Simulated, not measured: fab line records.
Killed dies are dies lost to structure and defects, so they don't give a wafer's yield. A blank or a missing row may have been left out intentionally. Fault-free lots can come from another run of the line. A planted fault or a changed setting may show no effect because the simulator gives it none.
Chamber matching || flow nand_harc || NHARC_A_STAIRCASE_DEP_259 on pecvd-04: 3 sister chambers
The step deposits SiON, target thk 30 nm. 18 wafers are shown with their chamber, then 9 later ones without.

## WAFERS PAIRED WITH THEIR CHAMBERS
{"wafer": "L074.1", "chamber": 0, "heater_power_w (W)": 640}
{"wafer": "L074.4", "chamber": 1, "heater_power_w (W)": 732}
{"wafer": "L074.5", "chamber": 2, "heater_power_w (W)": 745}
{"wafer": "L075.2", "chamber": 2, "heater_power_w (W)": 708}
{"wafer": "L075.4", "chamber": 1, "heater_power_w (W)": 770}
{"wafer": "L075.6", "chamber": 0, "heater_power_w (W)": 605}
{"wafer": "L082.1", "chamber": 2, "heater_power_w (W)": 689}
{"wafer": "L082.3", "chamber": 1, "heater_power_w (W)": 714}
{"wafer": "L082.6", "chamber": 1, "heater_power_w (W)": 715}
{"wafer": "L084.1", "chamber": 0, "heater_power_w (W)": 693}
{"wafer": "L084.2", "chamber": 1, "heater_power_w (W)": 718}
{"wafer": "L084.4", "chamber": 2, "heater_power_w (W)": 771}
{"wafer": "L089.1", "chamber": 2, "heater_power_w (W)": 645}
{"wafer": "L089.5", "chamber": 2, "heater_power_w (W)": 652}
{"wafer": "L089.6", "chamber": 1, "heater_power_w (W)": 747}
{"wafer": "L090.1", "chamber": 1, "heater_power_w (W)": 768}
{"wafer": "L090.2", "chamber": 2, "heater_power_w (W)": 736}
{"wafer": "L090.3", "chamber": 0, "heater_power_w (W)": 691}

SIGNATURES, as means of the wafers listed above
{"reading": "heater_power_w", "chamber 0": 657.25, "chamber 1": 737.71, "chamber 2": 706.57, "scatter within a chamber": 38.8}
Rule: a wafer lies at a distance from a chamber equal to the root of the sum of squares, over the readings, of (its reading less the chamber's mean, divided by the reading's scatter). The wafer belongs to the nearest chamber; if the next one is less than 2 further off, it can't be placed. The scatter is the square root of a quotient: the sum, over the shown wafers, of each reading's squared deviation from its chamber's mean, divided by wafers minus chambers.

## WAFERS WHOSE CHAMBER IS MISSING
{"wafer": "L094.1", "heater_power_w (W)": 563}
{"wafer": "L094.2", "heater_power_w (W)": 762}
{"wafer": "L094.5", "heater_power_w (W)": 647}
{"wafer": "L096.1", "heater_power_w (W)": 695}
{"wafer": "L096.3", "heater_power_w (W)": 708}
{"wafer": "L096.5", "heater_power_w (W)": 695}
{"wafer": "L097.1", "heater_power_w (W)": 651}
{"wafer": "L097.2", "heater_power_w (W)": 644}
{"wafer": "L097.3", "heater_power_w (W)": 662}

## WHICH CHAMBER EACH WENT THROUGH
{"wafer": "L094.1", "from the rows above": "can't be placed: 0 or 2", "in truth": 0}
{"wafer": "L094.2", "from the rows above": "can't be placed: 1 or 2", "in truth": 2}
{"wafer": "L094.5", "from the rows above": "can't be placed: 0 or 2", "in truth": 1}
{"wafer": "L096.1", "from the rows above": "can't be placed: 2 or 0 or 1", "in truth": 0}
{"wafer": "L096.3", "from the rows above": "can't be placed: 2 or 1 or 0", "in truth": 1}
{"wafer": "L096.5", "from the rows above": "can't be placed: 2 or 0 or 1", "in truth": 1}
{"wafer": "L097.1", "from the rows above": "can't be placed: 0 or 2", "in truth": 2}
{"wafer": "L097.2", "from the rows above": "can't be placed: 0 or 2", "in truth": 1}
{"wafer": "L097.3", "from the rows above": "can't be placed: 0 or 2 or 1", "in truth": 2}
0 of 9 placed correctly. Can't be placed from these rows: 9 (the true chamber is among the candidates in 7). Placed wrongly: 0.
